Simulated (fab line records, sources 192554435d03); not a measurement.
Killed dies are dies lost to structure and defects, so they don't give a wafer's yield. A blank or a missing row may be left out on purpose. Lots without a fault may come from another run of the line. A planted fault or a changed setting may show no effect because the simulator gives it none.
Split-lot experiment | flow n5_finfet | 7 lots, 21 wafers read, on a route of 1938 steps

THE SPLIT
At N5_FIN_SAQP_ETCH_65 (etches SiO2 in CF4, target depth 4 nm, time 4.4 s), the setting time_s was moved away from the recipe's 4.4 s on 8 of the 21 wafers read, by -19.7% to -5.9%. The other wafers ran this setting at the recipe's value.

The reading is taken at the split's own step.

THE READING
etch.depth_nm (the simulator's own value, which no gauge read), in nm, at N5_FIN_SAQP_ETCH_65 (etches SiO2 in CF4, target depth 4 nm, time 4.4 s). The file gives no usual value for it. The 13 wafers here that ran the recipe average 4.013 nm, standard deviation 0.052 nm.

wafer  | tool, chamber at the split | time_s as run, s | against the recipe | etch.depth_nm, nm | against lot-mates on the recipe
L076.1 | rie_si-01, 1               | 4.4              | recipe             | 3.971             | -
L076.3 | rie_si-01, 0               | 3.987            | -9.4%              | 3.464             | -0.453
L076.6 | rie_si-01, 3               | 4.4              | recipe             | 3.863             | -
L077.3 | rie_si-02, 1               | 3.533            | -19.7%             | 3.208             | -0.793
L077.4 | rie_si-02, 3               | 4.4              | recipe             | 4.019             | -
L077.6 | rie_si-02, 1               | 4.4              | recipe             | 3.982             | -
L078.2 | rie_si-02, 0               | 4.4              | recipe             | 4.004             | -
L078.4 | rie_si-02, 2               | 4.4              | recipe             | 4.061             | -
L078.5 | rie_si-02, 0               | 4.4              | recipe             | 4.037             | -
L081.3 | rie_si-02, 2               | 4.4              | recipe             | 4.047             | -
L081.4 | rie_si-02, 1               | 3.874            | -12.0%             | 3.501             | -0.546
L081.6 | rie_si-02, 3               | 3.874            | -12.0%             | 3.498             | -0.549
L091.2 | rie_si-02, 1               | 4.4              | recipe             | 4.018             | -
L091.3 | rie_si-02, 0               | 4.4              | recipe             | 4.013             | -
L091.6 | rie_si-02, 1               | 4.4              | recipe             | 4.027             | -
L093.2 | rie_si-04, 2               | 4.4              | recipe             | 4.058             | -
L093.4 | rie_si-04, 1               | 3.639            | -17.3%             | 3.33              | -0.728
L093.5 | rie_si-04, 3               | 3.639            | -17.3%             | 3.349             | -0.709
L095.3 | rie_si-01, 1               | 4.14             | -5.9%              | 3.748             | -0.323
L095.4 | rie_si-01, 0               | 4.14             | -5.9%              | 3.66              | -0.411
L095.5 | rie_si-01, 2               | 4.4              | recipe             | 4.071             | -

THE FIT
A straight line over all 21 wafers: etch.depth_nm changes by +0.0413 nm for each +1% of time_s; r = +0.98; the points scatter about the line by 0.063 nm.
The same after taking each lot's own level away (the mean of its wafers on the recipe; 21 wafers): +0.0425 nm for each +1%; r = +0.99; scatter 0.048 nm.
On that fit, the largest move of time_s shifts the reading by 0.84 nm.
The lots' own levels span 3.9170 to 4.0710 nm, that is 3.0 times the standard deviation above.
So the lot-to-lot level changes the slope little: the two slopes agree.
Check: with one of the wafers moved furthest among these (-19.7%) left out of the fit, the line predicts -0.874 nm for it against its lot-mates. It came out at -0.793 nm against them.

OTHER SPLITS ON THESE WAFERS
These wafers also went through other splits before the reading. Each is held against what the fit with the lots' levels taken away leaves over:
other split on the same wafers         | wafers away from the commonest value | r with etch.depth_nm (lot level and that fit taken away)
N5_ZERO_LAYER_PECVD_02 time_s          | 5                                    | +0.10
N5_ZERO_LAYER_EXPOSE_08 dose_mj        | 7                                    | -0.49
N5_PMOS_HMC_CHANNEL_EPI_ETCH_32 bias_w | 11                                   | +0.21

THE FILE'S OWN FIT
etch.depth_nm changes by +0.043 nm for each +1% of time_s, r = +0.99.
